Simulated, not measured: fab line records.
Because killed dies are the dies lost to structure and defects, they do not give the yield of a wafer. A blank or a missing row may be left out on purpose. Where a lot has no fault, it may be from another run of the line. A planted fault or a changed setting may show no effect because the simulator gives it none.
Comparing a struck lot with a sound one	flow n5_finfet	16 steps out of a route of 1938
Sound: wafers L466.2, L466.3, L466.5. Struck: wafer L475.5 (L475.2, L475.3, from the same lot, were not struck and are left out); the cause is given at the end.
Per side, at each step with rows, come the tool, then ch with its chambers, and then its first start. Under that, the readings that differ: sound wafers	struck wafers	difference of the means	sigmas: that difference in standard deviations of wafers without a fault.
alike: a reading whose means differ by less than 2 such deviations, as well as words and numbers matching on both sides. not compared: withheld readings; readings where some wafer has no value; bounds like >300 that might hide an equal value; numbers whose values overlap and for which the record gives no deviation.
Wherever a step has rows on one side only, a row that says differs or no value, or a row with sigmas, the two part there. When numbers do not overlap yet have no deviation, they are printed without sigmas and do not part them. Lack of a reading on every wafer of one side parts them only where that side has two or more wafers.

first, 4 steps without rows for these wafers: N5_HKMG_FIN_SOFTBAKE_07 (time 60 s); N5_HKMG_FIN_EXPOSE_09 (exposes mask NWFM); N5_HKMG_FIN_PEB_10 (peb time 60 s); N5_HKMG_FIN_DEVELOP_11 (develop time 30 s).
N5_HKMG_FIN_CD_MEAS_12 targets a cd of 92.8 nm.
  sound on cd_sem-02 ch 0, day 5 00:23; struck on cd_sem-01 ch 0, day 6 23:44
reading	sound	struck	difference	sigmas
cd_nm (nm)	93.9 92.8 94.4	92.5	-1.2	-2
N5_HKMG_FIN_OVL_MEAS_13:
  sound on overlay-02 ch 0, day 5 00:25; struck on overlay-02 ch 0, day 6 23:46
  alike: NWFM_OVL
N5_HKMG_FIN_INSPECT_14: inspects for defects (macro).
  sound: defect_inspect-02 at day 5 00:27; struck: defect_inspect-01 at day 6 23:47
  alike: raw_defect_count
N5_HKMG_FIN_DESCUM_17: chemistry O2, time 7.9 s.
  sound on rie_diel-03 ch 1,2, day 5 00:36; struck on rie_diel-03 ch 0, day 6 23:50
  alike: bias_power_w, drypump_motor_current_A, oes_product_au, rf_vpp_V, showerhead_plenum_p_Torr, throttle_valve_pct
  not compared: rf_hours_counter_h
N5_HKMG_FIN_ETCH_31: etches SiARC in CF4, target depth 45.5 nm, time 75.8 s.
  sound on rie_diel-03 ch 1,2, day 5 00:38; struck on rie_diel-03 ch 0, day 6 23:52
  alike: drypump_motor_current_A, etch_rf_on_time_s, oes_product_au, rf_vpp_V, showerhead_plenum_p_Torr, throttle_valve_pct
  not compared: rf_hours_counter_h
N5_HKMG_FIN_ETCH_32: etches SOC in N2/H2, target depth 240 nm, time 300 s.
  sound on rie_diel-03 ch 1,2, day 5 00:42; struck on rie_diel-03 ch 0, day 6 23:55
reading	sound	struck	difference	sigmas
run_length_s (s)	323.6 324.1 322.9	322.4	-1.1	-2
  alike: drypump_motor_current_A, n2_flow_sccm, oes_product_au, rf_vpp_V, showerhead_plenum_p_Torr, throttle_valve_pct
  not compared: rf_hours_counter_h
then, 1 step without rows for these wafers: N5_HKMG_FIN_STRIP_33 (strips in N2/H2).
N5_HKMG_FIN_STRIP_34: strips in CF4.
  sound on rie_diel-03 ch 1,2, day 5 00:53; struck on rie_diel-03 ch 0, day 7 00:07
reading	sound	struck	difference	sigmas
bias_power_w (W)	75.51 75.51 75.26	74.67	-0.76	-3
  alike: drypump_motor_current_A, oes_product_au, rf_vpp_V, showerhead_plenum_p_Torr, throttle_valve_pct
  not compared: rf_hours_counter_h
N5_HKMG_FIN_ETCH_35: etches SOC in N2/H2, target depth 215.8 nm, time 243.4 s.
  sound on rie_diel-03 ch 1,2, day 5 00:55; struck on rie_diel-03 ch 0, day 7 00:08
reading	sound	struck	difference	sigmas
run_length_s (s)	266.2 266.8 267.0	176.3	-90.4	-99 or more
model.etch.depth_nm (nm)	218.6 213.4 219.4	139.6	-77.5	
model.SOC_of_HKMG_FIN_COAT_29.thk_nm (nm)	82.2 87.2 79.8	160.6	+77.5	
model.HKMG_FIN.feature_depth_nm (nm)	218.6 213.4 219.4	139.6	-77.5	
  alike: drypump_motor_current_A, n2_flow_sccm, oes_product_au, rf_vpp_V, showerhead_plenum_p_Torr, throttle_valve_pct
  not compared: rf_hours_counter_h
N5_HKMG_FIN_STRIP_92: strips SOC in N2/H2, time 20 s.
  sound on rie_diel-03 ch 1,2, day 5 01:04; struck on rie_diel-03 ch 0, day 7 00:17
reading	sound	struck	difference	sigmas
n2_flow_sccm (sccm)	299.9 299.3 299.2	302.2	+2.7	+3
rf_vpp_V (V)	56.0 55.1 54.8	53.5	-1.8	-2
throttle_valve_pct (%)	18.6 18.5 18.6	19.6	+1.0	+2
model.SOC_of_HKMG_FIN_COAT_29.thk_nm (nm)	71.8 77 69.4	150.2	+77.5	
  alike: bias_power_w, drypump_motor_current_A, oes_product_au, showerhead_plenum_p_Torr
  not compared: rf_hours_counter_h
then, 1 step without rows for these wafers: N5_HKMG_FIN_WET_ETCH_18 (etches TiN in SC1, time 55 s, target depth 5.2 nm, rinse time 30 s).
-- record jumps: 9 days separate the struck wafers' starts on either side; left off in module HKMG_FIN, taken up again in module PASSIVATION, whose first shown step is the route's number 1936 --
N5_PASSIVATION_PROBE_49:
  sound: prober-01 at day 12 22:07; struck: prober-02 at day 15 17:01
  alike: killed_at_M0_to_M3, killed_at_M4_up, killed_at_contacts, killed_at_front_end, killed_at_other, killed_dies, killed_open, killed_short

## WHERE THEY PART
Earliest at N5_HKMG_FIN_CD_MEAS_12; latest, in this record, at N5_HKMG_FIN_STRIP_92. Later steps at which nothing parts them and some readings are alike: N5_PASSIVATION_PROBE_49.

WHY: what the simulator had put in
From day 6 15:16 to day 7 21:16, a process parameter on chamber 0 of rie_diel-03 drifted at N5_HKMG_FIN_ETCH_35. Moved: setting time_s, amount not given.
